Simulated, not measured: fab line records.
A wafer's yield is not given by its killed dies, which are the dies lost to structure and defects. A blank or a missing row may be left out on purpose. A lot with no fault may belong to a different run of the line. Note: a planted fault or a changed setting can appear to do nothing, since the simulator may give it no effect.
Which tool was responsible? -- flow nand harc -- 24 lots, 72 wafers sampled, at 2 steps of a route of 1302

== WHAT EACH GAUGE READ, for each wafer ==
NHARC_P_GATE_CD_MEAS_11 targets a cd of 1640 nm. Usual: cd nm 1639.5 nm, standard deviation 2.3.
lot,measured,on,cd nm (nm),flag
L074,day 4 15:02,cd sem-02,1643.4 1642.5 1640.5,
L075,day 4 15:05,cd sem-01,1640.5 1633.4 1635.1,
L076,day 5 03:35,cd sem-01,1640.3 1634.7 1637.1,
L077,day 5 11:46,cd sem-01,1638.0 1639.8 1636.6,
L078,day 5 23:15,cd sem-01,1641.4 1641.2 1640.4,
L079,day 6 12:51,cd sem-02,1635.8 1636.1 1638.9,
L080,day 6 17:05,cd sem-02,1640.5 1638.5 1644.1,
L081,day 7 04:05,cd sem-01,1637.2 1638.7 1641.1,
L082,day 7 18:48,cd sem-03,1642.6 1641.2 1640.4,
L083,day 7 23:07,cd sem-01,1645.7 1638.9 1641.8,
L084,day 8 11:45,cd sem-01,1646.0 1639.1 1641.7,
L085,day 9 00:18,cd sem-01,1637.3 1638.5 1642.5,
L086,day 9 13:11,cd sem-01,1639.8 1638.1 1639.9,
L087,day 9 13:21,cd sem-01,1640.4 1638.9 1638.7,
L089,day 10 10:29,cd sem-03,1642.4 1637.4 1638.5,
L088,day 10 10:38,cd sem-01,1641.7 1642.6 1642.1,
L090,day 10 23:19,cd sem-03,1642.0 1637.5 1637.9,
L091,day 11 07:50,cd sem-02,1637.6 1640.6 1643.4,
L092,day 11 18:46,cd sem-03,1641.6 1643.0 1642.2,
L093,day 12 05:42,cd sem-01,1641.1 1640.0 1639.1,
L094,day 12 20:09,cd sem-03,1639.6 1638.2 1639.9,
L095,day 13 00:40,cd sem-03,1640.3 1639.9 1639.5,
L096,day 13 14:08,cd sem-03,1641.1 1640.9 1640.2,
L097,day 13 22:45,cd sem-03,1641.3 1635.7 1638.2,

NHARC_P_GATE_OVL_MEAS_27. Usual: overlay x nm -0.3 nm, standard deviation 0.67; overlay y nm -0.1 nm, standard deviation 0.87.
lot,measured,on,overlay x nm (nm),overlay y nm (nm),flag
L074,day 5 05:44,overlay-02,-0.8 -0.9 -0.6,0.3 0.1 0.7,
L075,day 5 05:26,overlay-02,-1.9 -1.2 -1.6,0.4 0.3 0.6,
L076,day 5 21:18,overlay-01,-1.9 -1.3 -1.5,0.5 1.0 1.2,
L077,day 6 04:24,overlay-02,0.4 0.1 0.0,-0.8 -0.5 -1.1,
L078,day 6 13:22,overlay-02,-0.4 -0.4 0.3,-0.5 -0.4 -0.4,
L079,day 7 03:15,overlay-01,-1.1 -1.3 -0.9,0.0 0.3 0.2,
L080,day 7 07:44,overlay-01,0.2 -0.1 0.1,-0.7 -0.2 -0.1,
L081,day 7 19:00,overlay-02,0.2 -0.4 -0.5,-0.7 -1.1 -1.1,
L082,day 8 09:09,overlay-01,-0.8 -0.9 -1.0,-0.1 0.0 -0.6,
L083,day 8 16:23,overlay-01,0.0 -0.1 0.2,0.5 0.4 0.2,
L084,day 9 06:15,overlay-01,0.3 0.2 0.6,-0.4 -0.6 -0.3,
L085,day 9 14:23,overlay-02,-0.4 -0.8 0.0,-1.3 -1.4 -1.4,
L086,day 10 10:58,overlay-01,1.3 0.6 1.3,1.9 1.9 1.6,
L087,day 10 10:20,overlay-02,-1.1 -1.2 -0.7,-0.4 -0.3 -1.3,
L089,day 11 00:40,overlay-01,0.2 -0.2 0.0,-0.7 -0.2 -0.6,
L088,day 11 00:29,overlay-02,-0.4 0.3 0.0,0.5 1.1 0.9,
L090,day 11 15:50,overlay-02,0.2 -0.2 0.3,-0.5 -1.5 -1.5,
L091,day 11 23:34,overlay-01,0.4 0.9 0.2,0.2 0.9 -0.3,
L092,day 12 09:44,overlay-01,-0.7 -0.5 0.1,0.5 0.6 0.9,
L093,day 12 19:44,overlay-01,-0.7 -0.4 -0.8,-0.4 -0.7 -0.9,
L094,day 13 10:37,overlay-01,-0.1 -0.1 -0.9,-2.3 -2.7 -1.6,
L095,day 13 14:53,overlay-01,0.2 0.5 0.1,-0.9 -0.1 -0.4,
L096,day 14 05:50,overlay-02,0.2 -0.3 0.1,0.5 0.6 -0.1,
L097,day 14 12:51,overlay-02,-0.4 -0.3 -0.5,-0.1 0.4 0.1,

== EACH LOT AND THE TOOL THAT RAN IT (in order: tool; ch and the chambers of the sampled wafers; start) ==
Record: no process step prior to these readings.

== WHAT THE TOOLS THEMSELVES READ (means of the sampled wafers that have a number; where no wafer has one, the mark that the record gives instead) ==
The record holds no such reading with a usual standard deviation.

== THE ANSWER, worked out from the rows above alone ==
Rule: lot off if the mean of its wafers having a number is beyond 3 standard deviations from the usual mean. A lot without any number at a reading at which 4 lots or more have one is off too. Where the step has rows for the other lots, those lots are counted as sound. Order of review: gauges by route order, followed by the tools' own readings, for which a lot's mean as printed above is used. The first step at which some lot is off is used, and at that step the reading that is off furthest; a lot without a number counts as furthest.
Nothing can be told from this: no lot is off at any reading shown.

== WHAT THE SIMULATOR PUT IN ==
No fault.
